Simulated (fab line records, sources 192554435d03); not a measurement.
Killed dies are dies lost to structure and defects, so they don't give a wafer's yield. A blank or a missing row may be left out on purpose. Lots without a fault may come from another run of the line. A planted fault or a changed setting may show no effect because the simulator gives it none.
Problem report in the 8D (eight disciplines) form, filled by code | flow n5_finfet | the parts of the form that need people (team, actions taken, sign-off) are left out

1. THE PROBLEM
run_length_s at N5_MOL_CONTACT_COAG_ALD_27 reads a mean of 4417.5 s on 2 wafers of 2 lots; wafers without a fault read 2769.7 s with a standard deviation of 0.4. That is +99 or more standard deviations from the usual mean.
The step: deposits SiOC, target thk 17 nm, pulse time 1.5 s, time 2720 s.
First seen on wafer L846.1, day 9 16:17, on ald_sin-02. The record holds 16 wafers of 6 lots with a number at this step. Rule for "out", or "out of limits": more than 4 standard deviations from the usual mean. The other wafers with a number count as sound.

2. WHAT IT IS AND WHAT IT IS NOT
question                    | is               | is not
which readings at this step | run_length_s     | heater_power_w, susceptor_temp_C
which lots                  | L846, L848       | L829, L832, L837, L851
which wafers of those lots  | L846.1, L848.1   | L846.3, L848.3
read on which tools         | ald_sin-02       | ald_sin-01
when                        | from day 9 16:17 | up to then (10 sound wafers); but 4 sound wafers of L848, L851 came after

3. SUSPECTS, AND WHAT RULES EACH OUT
Counting: a tool at a process step up to the reading stays a suspect if it ran every lot that is out. Sound lots after the first of them don't rule it out here, since some wafers of a struck lot are sound.
- pvd_sputter-03 at N5_MOL_CONTACT_COAG_SPUTTER_143 (material Co, target thk 2.5 nm): kept. It ran every lot that is out, first L846 (day 9 11:50); its last sound lot up to then is L829 (day 5 09:07).
- ald_sin-02 at N5_MOL_CONTACT_COAG_ALD_27 (deposits SiOC, target thk 17 nm, pulse time 1.5 s, time 2720 s): kept. It ran every lot that is out, first L846 (day 9 16:17); its last sound lot up to then is L829 (day 5 13:01). Its own readings are out on those wafers: run_length_s.
Left after counting: pvd_sputter-03 at N5_MOL_CONTACT_COAG_SPUTTER_143, ald_sin-02 at N5_MOL_CONTACT_COAG_ALD_27.

4. THE CAUSE (what the simulator had put in)
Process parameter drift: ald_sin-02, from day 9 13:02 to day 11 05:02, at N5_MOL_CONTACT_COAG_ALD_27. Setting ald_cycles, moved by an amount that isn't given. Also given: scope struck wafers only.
Counting left 2 suspects, and this tool is among them.

5. THE CHAIN OF EFFECTS, in route order
Each row: a reading whose mean over the struck wafers that have a number lies more than 3 standard deviations from the usual. Only readings for which the record gives a usual standard deviation are gone through. hours: the time from each lot's start at the first step in this table that gives one to its start at this step, as a median over the lots. sigmas: the change in usual standard deviations.
hours | step                       | reading      | usual    | on struck wafers | change  | sigmas
0     | N5_MOL_CONTACT_COAG_ALD_27 | run_length_s | 2769.7 s | 4417.5           | +1647.8 | +99 or more
The process steps in it:
- N5_MOL_CONTACT_COAG_ALD_27: deposits SiOC, target thk 17 nm, pulse time 1.5 s, time 2720 s.
Later measuring or inspecting steps at which every struck wafer that the step has a row for has a number for every such reading, and none has moved that far: N5_BEOL_M4_RC_MEAS_101.

6. WHAT WOULD HAVE CAUGHT IT SOONER
In this record the first reading out of limits was taken at day 9 16:17, 3 hours after the fault began at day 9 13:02.
